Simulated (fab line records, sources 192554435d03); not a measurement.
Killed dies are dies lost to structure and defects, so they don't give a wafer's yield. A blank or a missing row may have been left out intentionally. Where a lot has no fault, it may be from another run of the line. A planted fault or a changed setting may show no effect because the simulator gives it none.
Which tool did it? + flow n5 finfet + 9 lots with 27 wafers sampled at 4 steps, on a route of 1938 steps

WHAT THE GAUGES READ, wafer by wafer
N5_HKMG_FIN_INSPECT_14: inspects for defects (macro).
| lot  | measured    | on                | raw defect count |
|------|-------------|-------------------|------------------|
| L382 | day 4 20:49 | defect inspect-02 | 3 3 2            |
| L383 | day 5 03:14 | defect inspect-02 | 2 4 3            |
| L389 | day 6 16:48 | defect inspect-02 | 28 14 15         |
| L390 | day 6 20:48 | defect inspect-01 | 20 10 25         |
| L391 | day 7 01:47 | defect inspect-02 | 4 0 2            |
| L392 | day 7 07:43 | defect inspect-02 | 2 2 3            |
| L394 | day 7 19:17 | defect inspect-01 | 2 3 0            |
| L395 | day 8 03:52 | defect inspect-01 | 0 1 3            |
| L381 | day 9 01:55 | defect inspect-01 | 2 1 2            |

EACH LOT AND THE TOOL THAT RAN IT (in order: tool; ch and the chambers of the sampled wafers; start)
| lot  | N5_HKMG_FIN_ALD_74              | N5_HKMG_FIN_STRIP_57              | N5_HKMG_FIN_ALD_79                 |
|------|---------------------------------|-----------------------------------|------------------------------------|
| L382 | ald hk-03 ch 0,1,3, day 4 16:56 | rie diel-03 ch 1,2,3, day 4 17:52 | ald metal-02 ch 0,1,2, day 4 18:56 |
| L383 | ald hk-01 ch 1,2,3, day 4 23:16 | rie diel-03 ch 0,2,3, day 5 00:10 | ald metal-02 ch 0,2,3, day 5 01:16 |
| L389 | ald hk-03 ch 1,3, day 6 12:45   | rie diel-01 ch 0,1,2, day 6 13:43 | ald metal-01 ch 0,1,2, day 6 14:50 |
| L390 | ald hk-01 ch 0,2,3, day 6 16:57 | rie diel-03 ch 0,1,2, day 6 17:44 | ald metal-04 ch 1,2,3, day 6 18:49 |
| L391 | ald hk-03 ch 0,2,3, day 6 21:53 | rie diel-03 ch 1,2,3, day 6 22:49 | ald metal-01 ch 0,1,2, day 6 23:53 |
| L392 | ald hk-01 ch 0,1,3, day 7 03:41 | rie diel-03 ch 0,2, day 7 04:28   | ald metal-04 ch 0,1, day 7 05:52   |
| L394 | ald hk-01 ch 1,2,3, day 7 15:26 | rie diel-03 ch 2,3, day 7 16:20   | ald metal-04 ch 0,3, day 7 17:26   |
| L395 | ald hk-03 ch 0,3, day 7 23:38   | rie diel-03 ch 1,2, day 8 00:35   | ald metal-02 ch 0,3, day 8 01:44   |
| L381 | ald hk-02 ch 0,1, day 8 21:35   | rie diel-01 ch 0,2,3, day 8 22:51 | ald metal-01 ch 0,1, day 8 23:56   |
- N5_HKMG_FIN_ALD_74: deposits La2O3, target thk 0.5 nm, pulse time 6 s, co reactant pulse time 1 s.
- N5_HKMG_FIN_STRIP_57: strips in CF4.
- N5_HKMG_FIN_ALD_79: deposits TiN, target thk 1.5 nm, pulse time 1 s, purge time 3 s.

THE ANSWER, worked out from the rows above alone
Rule: usual is defined by the lots themselves. The widest of any qualifying gaps counts: lots, ordered by their means at a reading, are off when they make up no more than a third of the lots, leave a main group of 4 or more, and stand apart from it by 3 or more times the standard deviation of that group's means. A main group whose means are all the same, to the digits that the tables above print for the reading, isn't used. A lot without any number at a reading at which 4 lots or more have one is off too. Where the step has rows for the other lots, those lots are counted as sound.
Off at N5_HKMG_FIN_INSPECT_14 (raw defect count): L389, L390. The main group has a mean of 2.1 with a standard deviation of 0.56.
A tool fits if, at a process step before that reading, it ran every lot that is off, and no sound lot after the first of them. Those tools and the gauges at N5_HKMG_FIN_INSPECT_14 are tried in the same way. No candidate that was tried fits.

WHAT THE SIMULATOR HAD PUT IN
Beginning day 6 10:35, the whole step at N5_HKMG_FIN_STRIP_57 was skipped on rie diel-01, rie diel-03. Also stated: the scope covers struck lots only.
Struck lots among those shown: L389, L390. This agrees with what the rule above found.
